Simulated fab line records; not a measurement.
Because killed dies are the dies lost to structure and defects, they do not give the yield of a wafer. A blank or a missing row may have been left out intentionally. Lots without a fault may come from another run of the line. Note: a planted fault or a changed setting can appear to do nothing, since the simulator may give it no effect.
Chamber matching -- flow nand harc -- 3 sister chambers for NHARC_A_CONTACT_DEP_29 on pecvd-01
The step deposits SiON, target thk 70 nm. 3 wafers are shown with their chamber, then 8 later ones without.

## WAFERS WITH THEIR CHAMBER
wafer,chamber,heater power w (W)
L088.4,1,820
L088.5,0,757
L095.3,2,583

## WAFERS WHOSE CHAMBER IS MISSING
wafer,heater power w (W)
L095.5,559
L095.6,776
L096.1,826
L096.2,763
L096.4,558
L097.2,750
L097.3,559
L097.4,703

## THE CHAMBER EACH PASSED THROUGH
wafer,from the rows above,in truth
L095.5,2,2
L095.6,can't be placed: 0 or 1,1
L096.1,1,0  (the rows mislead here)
L096.2,0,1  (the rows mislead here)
L096.4,2,2
L097.2,0,0
L097.3,2,2
L097.4,0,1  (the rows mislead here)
Correctly placed: 4 of 8. These rows do not allow placing 1 (true chamber among the candidates in 1). 3 placed wrongly.
How it was worked out, from the rows above alone: a wafer's distance from a chamber is the root of the sum, over the readings, of the square of ((its reading less the chamber's mean) divided by the reading's scatter). If the next closest chamber is less than 2 further off than the closest, the wafer can't be placed; otherwise it belongs to the closest. The mean given for a chamber averages the wafers shown for that chamber. The scatter: root of mean squared gap, hidden wafer to nearest shown wafer, with one shown wafer a chamber.
